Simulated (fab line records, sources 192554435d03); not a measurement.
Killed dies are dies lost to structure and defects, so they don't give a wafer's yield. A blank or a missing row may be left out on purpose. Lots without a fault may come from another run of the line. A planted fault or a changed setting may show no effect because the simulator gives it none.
Split-lot experiment | flow n5_finfet | 7 lots, 39 wafers read, on a route of 1938 steps

THE SPLIT
At N5_SD_EPI_N_EPI_21 (deposits Si:P, time 690 s), the setting epi_growth_time_s was moved away from the recipe's 690 s on 15 of the 39 wafers read, by -44.7% to +51.7%. The other wafers ran this setting at the recipe's value.

FROM THE SPLIT TO THE READING: what the file shows between them, 3 steps
- N5_SD_EPI_N_EPI_MEAS_23
- N5_SD_EPI_P_EPI_21: deposits SiGe:B, time 355 s (also split here: time_s)
- N5_SD_EPI_P_EPI_MEAS_23

THE READING
Si-P_of_SD_EPI_N_EPI_21.thk_nm (the simulator's own value, which no gauge read), in nm, at N5_SD_EPI_P_HM_STRIP_48 (strips SiNx in H3PO4, material SiNx, target depth 3 nm). The file gives no usual value for it. The 24 wafers here that ran the recipe average 58.5 nm, standard deviation 0.51 nm.

wafer  | tool, chamber at the split | epi_growth_time_s as run, s | against the recipe | Si-P_of_SD_EPI_N_EPI_21.thk_nm, nm | against lot-mates on the recipe
L075.1 | epi_rpcvd-01, 0            | 690                         | recipe             | 58.2                               | -
L075.2 | epi_rpcvd-01, 0            | 690                         | recipe             | 58.4                               | -
L075.3 | epi_rpcvd-01, 0            | 1047                        | +51.7%             | 80.4                               | +21.9
L075.4 | epi_rpcvd-01, 0            | 690                         | recipe             | 59                                 | -
L075.5 | epi_rpcvd-01, 0            | 1047                        | +51.7%             | 78.4                               | +19.9
L075.6 | epi_rpcvd-01, 0            | 1047                        | +51.7%             | 79                                 | +20.5
L076.1 | epi_rpcvd-01, 0            | 690                         | recipe             | 58.6                               | -
L076.4 | epi_rpcvd-01, 0            | 690                         | recipe             | 58.6                               | -
L076.2 | epi_rpcvd-01, 0            | 690                         | recipe             | 58.4                               | -
L076.3 | epi_rpcvd-01, 0            | 690                         | recipe             | 59.4                               | -
L076.5 | epi_rpcvd-01, 0            | 690                         | recipe             | 59.6                               | -
L076.6 | epi_rpcvd-01, 0            | 690                         | recipe             | 58.2                               | -
L078.1 | epi_rpcvd-02, 0            | 944.9                       | +36.9%             | 73                                 | +14.6
L078.2 | epi_rpcvd-02, 0            | 690                         | recipe             | 59                                 | -
L078.3 | epi_rpcvd-02, 0            | 944.9                       | +36.9%             | 72.8                               | +14.4
L078.4 | epi_rpcvd-02, 0            | 944.9                       | +36.9%             | 73.6                               | +15.2
L078.5 | epi_rpcvd-02, 0            | 690                         | recipe             | 58.2                               | -
L078.6 | epi_rpcvd-02, 0            | 690                         | recipe             | 58                                 | -
L082.1 | epi_rpcvd-01, 0            | 690                         | recipe             | 58.8                               | -
L082.3 | epi_rpcvd-01, 0            | 690                         | recipe             | 58.8                               | -
L082.4 | epi_rpcvd-01, 0            | 690                         | recipe             | 58.2                               | -
L085.1 | epi_rpcvd-01, 0            | 558.5                       | -19.1%             | 50.4                               | -8.1
L085.2 | epi_rpcvd-01, 0            | 558.5                       | -19.1%             | 50.8                               | -7.7
L085.3 | epi_rpcvd-01, 0            | 690                         | recipe             | 58.2                               | -
L085.4 | epi_rpcvd-01, 0            | 690                         | recipe             | 58.6                               | -
L085.6 | epi_rpcvd-01, 0            | 690                         | recipe             | 58.6                               | -
L085.5 | epi_rpcvd-01, 0            | 558.5                       | -19.1%             | 50.6                               | -7.9
L092.1 | epi_rpcvd-01, 0            | 690                         | recipe             | 58.2                               | -
L092.2 | epi_rpcvd-01, 0            | 381.8                       | -44.7%             | 35                                 | -23.6
L092.4 | epi_rpcvd-01, 0            | 381.8                       | -44.7%             | 35                                 | -23.6
L092.3 | epi_rpcvd-01, 0            | 690                         | recipe             | 58.8                               | -
L092.5 | epi_rpcvd-01, 0            | 690                         | recipe             | 58.8                               | -
L092.6 | epi_rpcvd-01, 0            | 381.8                       | -44.7%             | 34.6                               | -24.0
L094.1 | epi_rpcvd-01, 0            | 927.5                       | +34.4%             | 71                                 | +13.1
L094.2 | epi_rpcvd-01, 0            | 690                         | recipe             | 58.8                               | -
L094.3 | epi_rpcvd-01, 0            | 927.5                       | +34.4%             | 71.2                               | +13.3
L094.4 | epi_rpcvd-01, 0            | 690                         | recipe             | 57.2                               | -
L094.5 | epi_rpcvd-01, 0            | 927.5                       | +34.4%             | 71.6                               | +13.7
L094.6 | epi_rpcvd-01, 0            | 690                         | recipe             | 57.6                               | -

THE FIT
A straight line over all 39 wafers: Si-P_of_SD_EPI_N_EPI_21.thk_nm changes by +0.435 nm for each +1% of epi_growth_time_s; r = +0.99; the points scatter about the line by 1.4 nm.
The same after taking each lot's own level away (the mean of its wafers on the recipe; 39 wafers): +0.439 nm for each +1%; r = +0.99; scatter 1.4 nm.
On that fit, the largest move of epi_growth_time_s shifts the reading by 23 nm.
The lots' own levels span 57.87 to 58.80 nm, that is 1.8 times the standard deviation above.
So the lot-to-lot level changes the slope little: the two slopes agree.
Check: with one of the wafers moved furthest among these (+51.7%) left out of the fit, the line predicts +22.1 nm for it against its lot-mates. It came out at +21.9 nm against them.

OTHER SPLITS ON THESE WAFERS
These wafers also went through other splits before the reading. Each is held against what the fit with the lots' levels taken away leaves over:
other split on the same wafers | wafers away from the commonest value | r with Si-P_of_SD_EPI_N_EPI_21.thk_nm (lot level and that fit taken away)
N5_ZERO_LAYER_PECVD_02 time_s  | 15                                   | -0.03
N5_FIN_SAQP_PECVD_47 time_s    | 15                                   | +0.07
N5_SD_EPI_P_EPI_21 time_s      | 9                                    | -0.12

THE WHOLE CHAIN: every reading that the file lists as answering this split, in the file's order
step                    | what it does                                           | reading                                                                         | change (the file's fit)               | r (the file's)
N5_SD_EPI_N_EPI_21      | deposits Si:P, time 690 s                              | Si-P_of_SD_EPI_N_EPI_21.thk_nm (the simulator's own value, which no gauge read) | +0.439 nm for each +1% of the setting | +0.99
N5_SD_EPI_N_EPI_MEAS_23 |                                                        | thk_nm                                                                          | withheld for each +1% of the setting  | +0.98
N5_SD_EPI_P_HM_STRIP_48 | strips SiNx in H3PO4, material SiNx, target depth 3 nm | Si-P_of_SD_EPI_N_EPI_21.thk_nm (the simulator's own value, which no gauge read) | +0.434 nm for each +1% of the setting | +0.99

THE FILE'S OWN FIT
Si-P_of_SD_EPI_N_EPI_21.thk_nm changes by +0.434 nm for each +1% of epi_growth_time_s, r = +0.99.
